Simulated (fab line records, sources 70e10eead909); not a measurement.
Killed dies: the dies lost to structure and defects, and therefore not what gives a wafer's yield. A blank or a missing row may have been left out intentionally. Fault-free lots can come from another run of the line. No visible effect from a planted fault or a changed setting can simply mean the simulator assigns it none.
Chamber matching | flow nand harc | 4 sister chambers for NHARC_A_STAIRCASE_CMP_450 on cmp-01
The step polishes SiO2, target thk 200 nm. 4 wafers are shown with their chamber, then 7 later ones without.

== WAFERS WITH THEIR CHAMBER ==
wafer  | chamber | motor current A (A)
L426.5 | 0       | 13.8
L434.4 | 1       | 12.1
L436.1 | 2       | 11.5
L436.3 | 3       | 10.0

== WAFERS WHOSE CHAMBER IS MISSING ==
wafer  | motor current A (A)
L436.4 | 12.4
L438.1 | 11.8
L438.3 | 12.1
L438.6 | 12.3
L437.3 | 11.6
L437.4 | 9.9
L437.6 | 12.3

== THE CHAMBER EACH PASSED THROUGH ==
wafer  | from the rows above     | in truth
L436.4 | 1                       | 1
L438.1 | can't be placed: 1 or 2 | 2
L438.3 | 1                       | 1
L438.6 | 1                       | 1
L437.3 | 2                       | 2
L437.4 | 3                       | 3
L437.6 | 1                       | 1
6 of 7 placed correctly. These rows do not allow placing 1 (true chamber among the candidates in 1). Wrongly placed: 0.
How it was worked out, from the rows above alone: a wafer's distance from a chamber is the root of the sum, over the readings, of the square of ((its reading less the chamber's mean) divided by the reading's scatter). If the next closest chamber is less than 2 further off than the closest, the wafer can't be placed; otherwise it belongs to the closest. A chamber's mean is the mean of its shown wafers. The scatter: with one shown wafer a chamber, the root of the mean of the squares of how far each hidden wafer lies from its nearest shown one.
